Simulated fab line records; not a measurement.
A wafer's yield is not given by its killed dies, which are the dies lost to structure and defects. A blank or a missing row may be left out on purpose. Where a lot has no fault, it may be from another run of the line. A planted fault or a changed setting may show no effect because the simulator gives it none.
fab line records | flow n5Finfet | part 2 of 2: steps 18 to 24 of 24
record: lots: 5 wafers: 15 lastDay: 15
route steps=1938 shown BEOL_M0_SAQP@689 BEOL_M0_CUTY@701
lots that met no fault: taken from a fault-free run of the same line
startH: the number of hours between the record's first day and the start of the first shown wafer of the lot | waitH: how many hours have passed since the lot's step before this one | " same as the row above | L1.1+2: one row covering several wafers at once | - no value, or no start was given | * or withheld: withheld | < > ~ a bound
route shown NAME@n: names a module that has steps shown in the file, with the first one's number in the route | usual: the fault-free wafers' mean and standard deviation | same: alike in all rows | chamber/n: place in a boat | sites: the reading at each site | _std_site: their standard deviation | _edge_site: the outer-site mean with the inner-site mean subtracted | radiusMm: how far each site lies from the wafer's centre | mask NAME#n: copy n | behind: tool/chamber where the wafer was last shaped | hold: why the lot went on hold/how many hours it stayed there/how the hold came to an end | device: transistor that didn't switch, given as n, p or np | end of line: at the end of the route, the tests of the same wafers | where a step has no rows: the recipe by itself | killed: the dies lost at the first sort to structure and to defects; this is not the yield of the wafer | map: shows each die of a wafer: x if killed, . if not, _ if none is there
set.NAME: the run value of the setting; set.NAME@STEP: its run value at that earlier step | model.NAME: the simulator's own value behind a step, which no gauge read
lots at selected steps of the route; one table per step, one row per wafer
services: from which hour (startH, from the record's first day; less than 0 if before it) a tool's chamber was out of use, for how many hours, and why
== steps ==
step: N5_BEOL_M0_CUTY_PEB_55
recipe: pebTempC: 110 pebTimeS: 60 resist: CAR-ArF-block
usual: resistLineTempC: 23.00/0.091
columns lot.wafer tool chamber startH waitH resistLineTempC
L075.1 lithoTrack-04 0 120.06 0.1 22.98
L075.3 " 0 " " 22.97
L075.4 " 0 " " 22.97
L078.2 lithoTrack-02 0 140.90 0.0 22.97
L078.4 " 0 " " 23.13
L078.6 " 0 " " 22.88
L085.2 lithoTrack-04 0 184.05 0.0 22.89
L085.3 " 0 " " 22.89
L085.6 " 0 " " 22.96
L088.1 lithoTrack-02 0 199.94 0.1 23.16
L088.4 " 0 " " 23.08
L088.6 " 0 " " 23.04
L089.3 lithoTrack-04 0 209.58 0.0 23.07
L089.5 " 0 " " 23.14
L089.6 " 0 " " 23.11
step: N5_BEOL_M0_CUTY_DEVELOP_56
recipe: developTimeS: 30 developer: TMAH resist: CAR-ArF-block rinseLiquid: diw dry: airSpin devTempC: 23
usual: resistLineTempC: 22.99/0.1
columns lot.wafer tool chamber startH waitH resistLineTempC
L075.1 lithoTrack-04 0 - - 22.97
L075.3 " 0 " " 22.89
L075.4 " 0 " " 22.93
L078.2 lithoTrack-02 0 - - 23.08
L078.4 " 0 " " 23.14
L078.6 " 0 " " 23.04
L085.2 lithoTrack-04 0 - - 22.88
L085.3 " 0 " " 22.93
L085.6 " 0 " " 22.98
L088.1 lithoTrack-02 0 - - 22.92
L088.4 " 0 " " 23.10
L088.6 " 0 " " 23.00
L089.3 lithoTrack-04 0 - - 22.72
L089.5 " 0 " " 22.97
L089.6 " 0 " " 22.89
step: N5_BEOL_M0_CUTY_CD_MEAS_57
recipe: targetCdNm: 200 landingEnergyEv: 500 detector: seInlens polarity: line
usual: cdNm: 199.5/1
columns lot.wafer tool chamber startH waitH cdNm
L075.1 cdSem-01 0 120.12 - 200.1
L075.3 " 0 " " 200.3
L075.4 " 0 " " 200.0
L078.2 cdSem-01 0 140.97 - 197.4
L078.4 " 0 " " 197.6
L078.6 " 0 " " 198.8
L085.2 cdSem-02 0 184.12 - 200.6
L085.3 " 0 " " 199.4
L085.6 " 0 " " 200.5
L088.1 cdSem-03 0 200.01 - 200.0
L088.4 " 0 " " 199.2
L088.6 " 0 " " 200.3
L089.3 cdSem-01 0 209.65 - 201.2
L089.5 " 0 " " 200.0
L089.6 " 0 " " 201.0
step: N5_BEOL_M0_CUTY_OVL_MEAS_58
recipe: pointsPerWafer: 44
usual: M0_ABLK_OVL: 0.2/0.61
columns lot.wafer tool chamber startH waitH M0_ABLK_OVL[nm]
L075.1 overlay-02 0 120.15 0.0 -0.3
L075.3 " 0 " " 0.0
L075.4 " 0 " " -0.4
L078.2 overlay-01 0 141.00 0.0 1.2
L078.4 " 0 " " 1.2
L078.6 " 0 " " 0.8
L085.2 overlay-01 0 184.14 0.0 -0.1
L085.3 " 0 " " -1.5
L085.6 " 0 " " -0.7
L088.1 overlay-02 0 200.04 0.0 0.6
L088.4 " 0 " " -1.1
L088.6 " 0 " " 0.0
L089.3 overlay-02 0 209.67 0.0 0.4
L089.5 " 0 " " 0.4
L089.6 " 0 " " 0.1
step: N5_BEOL_M0_CUTY_INSPECT_59
recipe: mode: adi inspectInstrument: macro
usual: rawDefectCount: 2.2/1.7
columns lot.wafer tool chamber startH waitH rawDefectCount
L075.1 defectInspect-01 - 120.18 0.0 2
L075.3 " - " " 2
L075.4 " - " " 3
L078.2 defectInspect-01 - 141.02 0.0 2
L078.4 " - " " 3
L078.6 " - " " 4
L085.2 defectInspect-02 - 184.17 0.0 1
L085.3 " - " " 3
L085.6 " - " " 6
L088.1 defectInspect-02 - 200.07 0.0 5
L088.4 " - " " 4
L088.6 " - " " 2
L089.3 defectInspect-01 - 209.70 0.0 1
L089.5 " - " " 2
L089.6 " - " " 1
step: N5_BEOL_M0_CUTY_DESCUM_61
recipe: chemistry: O2 timeS: 7.9 sourcePowerW: 50 biasPowerW: 20 pressureMtorr: 20 rfFrequencyHz: 2.712e+07 tempC: 40 resist: CAR-ArF-block o2FlowSccm: 225
usual: drypumpMotorCurrentA: 5.7/0.41 oesProductAu: 0.82/0.095 rfFwdPowerW: 49.24/0.28 rfVppV: 243.5/1.2 showerheadPlenumPTorr: 2.11/0.061 tempC: 40.01/0.1 throttleValvePct: 20.40/0.22
columns lot.wafer tool chamber startH waitH drypumpMotorCurrentA oesProductAu rfFwdPowerW rfHoursCounterH rfVppV showerheadPlenumPTorr tempC throttleValvePct
L075.1 rieDiel-03 1 120.61 0.4 6.0 0.91 49.59 17 242.3 2.05 39.98 20.33
L075.3 " 3 " " 5.7 0.70 48.70 240 241.6 2.06 39.95 20.34
L075.4 " 2 " " 5.3 0.98 49.55 - 243.3 2.14 40.09 20.33
L078.2 rieDiel-06 2 141.10 0.1 5.6 0.69 49.51 235 244.9 2.15 39.93 20.69
L078.4 " 0 " " 5.1 0.80 49.17 121 243.2 2.16 39.95 20.27
L078.6 " 1 " " 6.0 0.92 49.05 - 245.9 2.25 39.80 20.28
L085.2 rieDiel-03 2 184.20 0.0 5.3 0.90 49.59 30 243.8 2.13 39.97 20.39
L085.3 " 0 " " 5.8 0.94 49.54 17 244.5 2.14 40.10 20.48
L085.6 " 1 " " 6.0 0.87 49.55 - 242.2 2.04 40.10 20.37
L088.1 rieDiel-06 0 200.10 0.0 5.1 0.77 48.90 145 244.2 2.16 39.97 20.29
L088.4 " 0 " " 5.2 0.77 49.11 - 244.0 2.16 39.99 20.29
L088.6 " 1 " " 6.0 0.87 49.57 - 244.2 2.24 40.15 20.30
L089.3 rieDiel-06 1 209.79 0.1 6.0 0.87 49.41 48 245.2 2.24 40.16 20.31
L089.5 " 3 " " 5.7 0.75 49.16 - 242.4 2.07 40.05 20.75
L089.6 " 0 " " 5.1 0.77 49.27 - 244.1 2.15 39.97 20.29
step: N5_BEOL_M0_CUTY_ETCH_62
recipe: chemistry: CF4 target: SiARC maskMaterial: CAR-ArF-block timeS: 58.5 ionEnergyEv: 80 pressureMtorr: 40 sourceW: 545 biasW: 36 Ar_flow_sccm: 100 cf4FlowSccm: 100 ends: cleared
usual: drypumpMotorCurrentA: 5.7/0.41 etchRfOnTimeS: 58.0/1.5 oesProductAu: 0.71/0.08 rfFwdPowerW: 536/3.1 rfVppV: 184.3/0.95 showerheadPlenumPTorr: 2.16/0.055 throttleValvePct: 15.60/0.25
columns lot.wafer tool chamber startH waitH drypumpMotorCurrentA etchRfOnTimeS oesProductAu rfFwdPowerW rfHoursCounterH rfVppV showerheadPlenumPTorr throttleValvePct
L075.1 rieDiel-03 1 120.64 0.0 6.0 58.5 0.78 538 17 183.5 2.11 15.48
L075.3 " 3 " " 5.7 56.9 0.62 531 240 183.2 2.11 15.64
L075.4 " 2 " " 5.3 60.1 0.84 537 - 185.5 2.18 15.47
L078.2 rieDiel-06 2 141.13 0.0 5.5 58.3 0.60 536 235 185.0 2.20 15.91
L078.4 " 0 " " 5.1 59.5 0.68 540 121 183.9 2.24 15.61
L078.6 " 1 " " 6.0 57.5 0.79 537 - 184.2 2.27 15.28
L085.2 rieDiel-03 2 184.24 0.0 5.3 60.0 0.75 539 30 184.2 2.17 15.54
L085.3 " 0 " " 5.9 59.1 0.79 537 17 185.5 2.19 15.62
L085.6 " 1 " " 6.0 57.8 0.74 538 - 182.7 2.10 15.54
L088.1 rieDiel-06 0 200.14 0.0 5.1 59.7 0.66 536 145 185.2 2.23 15.65
L088.4 " 0 " " 5.1 60.0 0.66 535 - 186.5 2.23 15.66
L088.6 " 1 " " 6.0 57.7 0.75 538 - 185.7 2.27 15.35
L089.3 rieDiel-06 1 209.82 0.0 6.0 57.7 0.74 537 48 185.4 2.26 15.33
L089.5 " 3 " " 5.7 55.8 0.64 533 - 185.5 2.13 16.04
L089.6 " 0 " " 5.1 60.4 0.66 537 - 184.9 2.23 15.67
== services ==
columns tool chamber startH hours kind
aldSin-03 0 95.77 2.0 repair
arfiScanner-02 - 107.16 1.3 pm
rieDiel-03 - 111.30 2.4 repair
arfiScanner-02 - 113.64 6.0 pm
arfiScanner-03 - 123.14 1.3 pm
arfiScanner-02 - 128.64 1.0 repair
rieDiel-06 1 132.23 6.0 repair
arfiScanner-03 - 133.44 3.9 pm
rieDiel-06 0 133.63 5.5 repair
rieDiel-06 - 139.31 0.5 repair
rieDiel-04 1 142.41 4.1 repair
arfiScanner-01 - 142.96 1.0 pm
rieDiel-05 0 149.93 9.9 repair
arfiScanner-01 - 155.38 0.8 repair
rieDiel-06 3 155.87 5.8 repair
arfiScanner-03 - 155.98 0.8 pm
rieDiel-02 1 158.69 - clean
arfiScanner-01 - 159.83 0.8 pm
arfiScanner-03 - 165.07 1.0 pm
arfiScanner-02 - 169.52 4.5 repair
arfiScanner-01 - 171.08 4.8 pm
arfiScanner-01 - 184.70 3.1 pm
aldSin-04 3 194.48 12.8 repair
arfiScanner-02 - 203.30 1.0 pm
